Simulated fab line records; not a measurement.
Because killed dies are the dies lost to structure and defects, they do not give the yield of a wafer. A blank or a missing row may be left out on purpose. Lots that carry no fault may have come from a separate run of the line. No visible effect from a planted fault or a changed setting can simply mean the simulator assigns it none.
Which tool was responsible? | flow nandHarc | 11 lots, 32 wafers sampled, at 3 steps of a route of 1159

## WHAT EACH GAUGE READ, for each wafer
NHARC_A_ONON_D1_THK_MEAS_34: measures by ellipsometry.
lot  | measured     | on           | thkNm (nm)
L993 | day 8 12:44  | filmMetro-02 | 198.1 194.9 199.8
L995 | day 8 12:37  | filmMetro-02 | 201.6 201.1 203.7
L996 | day 8 22:37  | filmMetro-01 | 202.9 203.7 202.0
L102 | day 10 12:00 | filmMetro-02 | 196.1 198.2 201.1
L101 | day 10 12:09 | filmMetro-01 | 198.1 201.1 201.2
L106 | day 11 06:42 | filmMetro-02 | 202.7 202.0 205.2
L104 | day 11 06:51 | filmMetro-02 | 200.1 206.9 204.3
L105 | day 11 21:44 | filmMetro-02 | 203.1 203.4 200.9
L111 | day 12 23:28 | filmMetro-01 | 220.7 197.9 204.2 219.7 200.2 201.0
L114 | day 13 06:27 | filmMetro-01 | 223.2 203.1 223.6 203.2
L115 | day 14 01:48 | filmMetro-02 | 196.8 198.1 199.8

## TOOL THAT RAN EACH LOT (tool first, then ch and the chambers of the sampled wafers, then the start)
lot  | NHARC_P_BONDPAD_ETCH_24                      | NHARC_A_ONON_D1_DEP_33
L993 | rieDiel-08 ch 0,1,2, day 8 12:22 or earlier  | pecvd-02 ch 1,2, day 8 12:22
L995 | rieDiel-08 ch 0,2, day 8 12:12 or earlier    | pecvd-01 ch 0,2, day 8 12:12
L996 | rieDiel-11 ch 2,3, day 8 22:13 or earlier    | pecvd-02 ch 0,1,2, day 8 22:13
L102 | rieDiel-08 ch 1,2, day 10 11:35 or earlier   | pecvd-01 ch 1,2, day 10 11:35
L101 | rieDiel-08 ch 0,1,3, day 10 11:50 or earlier | pecvd-04 ch 0,2, day 10 11:50
L106 | rieDiel-08 ch 0,3, day 11 06:17 or earlier   | pecvd-02 ch 0,2, day 11 06:17
L104 | rieDiel-08 ch 1,2, day 11 06:31 or earlier   | pecvd-04 ch 0,1,2, day 11 06:31
L105 | rieDiel-08 ch 0,1,3, day 11 21:27 or earlier | pecvd-04 ch 0,1,2, day 11 21:27
L111 | rieDiel-11 ch 0,2, day 12 23:02 or earlier   | pecvd-02 ch 0,1,2, day 12 23:02
L114 | rieDiel-08 ch 2,3, day 13 06:05 or earlier   | pecvd-02 ch 1,2, day 13 06:05
L115 | rieDiel-09 ch 0,1, day 14 01:26 or earlier   | pecvd-01 ch 0,1,2, day 14 01:26
- NHARC_P_BONDPAD_ETCH_24: etches the open film in CF4/N2, target depth 30 nm, time 72.99 s.
- NHARC_A_ONON_D1_DEP_33: deposits SiO2, target thk 200 nm.

## AS READ BY THE TOOLS THEMSELVES (means over the sampled wafers that have a number; for cases with no such wafer, the mark the record gives instead)
NHARC_P_BONDPAD_ETCH_24.
lot  | tool       | drypumpMotorCurrentA (A) | oesProductAu (a.u.) | rfFwdPowerW (W) | rfVppV (V) | showerheadPlenumPTorr (Torr) | throttleValvePct (%)
L993 | rieDiel-08 | 5.46                     | 0.993               | 298.0           | 314.8      | 2.70                         | 19.785
L995 | rieDiel-08 | 5.71                     | 1.004               | 297.4           | 316.4      | 2.73                         | 19.798
L996 | rieDiel-11 | 5.74                     | 1.001               | 296.8           | 313.3      | 2.59                         | 19.796
L102 | rieDiel-08 | 5.67                     | 1.008               | 297.5           | 316.6      | 2.76                         | 19.796
L101 | rieDiel-08 | 5.32                     | 1.005               | 297.2           | 314.6      | 2.67                         | 19.782
L106 | rieDiel-08 | 5.42                     | 0.998               | 297.9           | 315.6      | 2.67                         | 19.778
L104 | rieDiel-08 | 5.41                     | 1.000               | 296.4           | 315.3      | 2.72                         | 19.790
L105 | rieDiel-08 | 5.32                     | 1.007               | 297.7           | 315.2      | 2.66                         | 19.796
L111 | rieDiel-11 | 5.59                     | 1.009               | 297.9           | 311.8      | 2.51                         | 19.791
L114 | rieDiel-08 | 5.71                     | 1.002               | 297.2           | 316.5      | 2.75                         | 19.783
L115 | rieDiel-09 | 5.03                     | 1.002               | 297.3           | 314.3      | 2.61                         | 19.804

NHARC_A_ONON_D1_DEP_33.
lot  | tool     | heaterPowerW (W) | rfFwdPowerW (W) | throttleValvePct (%)
L993 | pecvd-02 | 561              | 899.1           | 16.4
L995 | pecvd-01 | 605              | 897.8           | 16.0
L996 | pecvd-02 | 524              | 899.2           | 16.5
L102 | pecvd-01 | 572              | 897.2           | 16.1
L101 | pecvd-04 | 594              | 900.0           | 16.2
L106 | pecvd-02 | 596              | 899.4           | 16.5
L104 | pecvd-04 | 550              | 897.5           | 16.2
L105 | pecvd-04 | 521              | 896.9           | 16.3
L111 | pecvd-02 | 532              | 1019.6          | 16.7
L114 | pecvd-02 | 542              | 1074.4          | 16.6
L115 | pecvd-01 | 610              | 896.7           | 15.7

## THE ANSWER, worked out from the rows above alone
Rule: what is usual is taken from the lots themselves. The widest of any qualifying gaps counts: lots, ordered by their means at a reading, are off when they make up no more than a third of the lots, leave a main group of 4 or more, and stand apart from it by 3 or more times the standard deviation of that group's means. If all means in a main group match to the digits the tables above print for the reading, that group is not used. Also off: a lot with no number at a reading for which 4 or more lots have one. The other lots that the step has rows for count as sound. After the gauges, taken in route order, come the tools' own readings; for these a lot's mean is taken, as printed above. At the first step where some lot is off, the reading lying furthest off is the one used; lots without a number count as furthest.
Off at NHARC_A_ONON_D1_DEP_33 (rfFwdPowerW): L111, L114. Main group: mean 898.2 W, sd 1.2.
If a tool, at that step or one of the process steps before it, ran each lot that is off and ran no sound lot following the first of them, it fits. NHARC_P_BONDPAD_ETCH_24: start missing for some lots; hours and lot order therefore follow NHARC_A_ONON_D1_DEP_33. One fits: pecvd-02 at NHARC_A_ONON_D1_DEP_33. Its last sound lot is L106 (day 11 06:17), its first lot that is off L111 (day 12 23:02): a fault that began between those two fits.
The tool's own readings at NHARC_A_ONON_D1_DEP_33 bear it out: on the lots that are off they differ by more than 5 times the standard deviation of the sound lots' means. rfFwdPowerW reads 1047.0 W there against 898.2 W on the sound lots.

## WHAT HAD BEEN PUT IN BY THE SIMULATOR
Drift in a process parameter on pecvd-02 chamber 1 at NHARC_A_ONON_D1_DEP_33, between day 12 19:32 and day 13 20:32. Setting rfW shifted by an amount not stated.
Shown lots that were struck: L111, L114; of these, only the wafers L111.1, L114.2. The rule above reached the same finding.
